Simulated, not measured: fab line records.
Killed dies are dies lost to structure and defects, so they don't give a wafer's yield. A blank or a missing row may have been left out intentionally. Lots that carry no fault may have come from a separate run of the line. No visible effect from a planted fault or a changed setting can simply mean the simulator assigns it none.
Chamber matching	flow n5_finfet	N5_HKMG_FIN_DESCUM_53 on rie_diel-01 has 4 sister chambers
The step chemistry O2, time 7.9 s. 4 wafers are shown with their chamber, then 9 later ones without.

## EACH WAFER AND ITS CHAMBER
wafer	chamber	throttle_valve_pct (%)
L079.4	2	20.24
L090.1	3	20.04
L090.3	0	20.80
L090.4	1	20.55

## WAFERS WITH NO CHAMBER GIVEN
wafer	throttle_valve_pct (%)
L094.1	20.06
L094.5	20.81
L094.6	20.55
L095.3	20.56
L095.4	20.05
L095.6	20.06
L097.1	20.31
L097.3	20.82
L097.5	20.58

## WHICH CHAMBER EACH ONE RAN IN
wafer	from the rows above	in truth
L094.1	3	3
L094.5	0	0
L094.6	1	1
L095.3	1	1
L095.4	3	3
L095.6	3	3
L097.1	2	2
L097.3	0	0
L097.5	1	1
Correctly placed: 9 of 9. Number that these rows cannot place: 0. 0 placed wrongly.
How it was worked out, from the rows above alone: a wafer's distance from a chamber is the root of the sum, over the readings, of the square of ((its reading less the chamber's mean) divided by the reading's scatter). If the next closest chamber is less than 2 further off than the closest, the wafer can't be placed; otherwise it belongs to the closest. The mean given for a chamber averages the wafers shown for that chamber. The scatter: root of mean squared gap, hidden wafer to nearest shown wafer, with one shown wafer a chamber.
